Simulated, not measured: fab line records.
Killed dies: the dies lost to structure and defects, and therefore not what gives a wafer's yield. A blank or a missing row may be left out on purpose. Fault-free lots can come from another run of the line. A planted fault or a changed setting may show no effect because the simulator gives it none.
The tool behind it: which one?	flow nand harc	6 lots with 18 wafers sampled at 2 steps, on a route of 1302 steps

== WHAT THE GAUGES SHOWED, per wafer ==
NHARC_THIN_TSV_THK_MEAS_02: measures by ir.
lot	measured	on	thk nm (nm)
L764	day 25 10:16	film metro-02	3038 3031 2992
L773	day 28 15:17	film metro-02	3205 3275 3327
L775	day 30 04:24	film metro-01	2558 2778
L777	day 31 11:59	film metro-02	2980 2463 2594
L779	day 32 02:41	film metro-01	3174 2802 3309
L781	day 32 12:02	film metro-02	2852 3019 2796

== WHAT TOOL EACH LOT RAN ON (gives the tool, then ch and the chambers of the sampled wafers, and finally the start) ==
lot	NHARC_A_STAIRCASE_DEP_151
L764	pecvd-02 ch 1,2, day 19 08:20
L773	pecvd-02 ch 0,1, day 22 14:26
L775	pecvd-02 ch 0,1,2, day 23 21:49
L777	pecvd-03 ch 0,1,2, day 25 09:14
L779	pecvd-03 ch 0,1,2, day 25 14:17
L781	pecvd-03 ch 0,1,2, day 26 05:03
- NHARC_A_STAIRCASE_DEP_151: deposits SiO2, target thk 7200 nm.

== THE ANSWER, worked out from the rows above alone ==
Rule: what is usual is taken from the lots themselves. Put in order of their means at a reading, lots are off if they are a third of the lots or fewer, leave a main group of 4 or more, and stand apart from it by a gap of 3 or more times the standard deviation of the main group's means; of several such gaps the widest counts. The tables above print the reading to a certain number of digits; a main group whose means all agree to those digits is not used. A lot without any number at a reading at which 4 lots or more have one is off too. The other lots that the step has rows for count as sound.
No lot is off at any reading shown: from this, nothing can be told.

== WHAT THE SIMULATOR HAD PUT IN ==
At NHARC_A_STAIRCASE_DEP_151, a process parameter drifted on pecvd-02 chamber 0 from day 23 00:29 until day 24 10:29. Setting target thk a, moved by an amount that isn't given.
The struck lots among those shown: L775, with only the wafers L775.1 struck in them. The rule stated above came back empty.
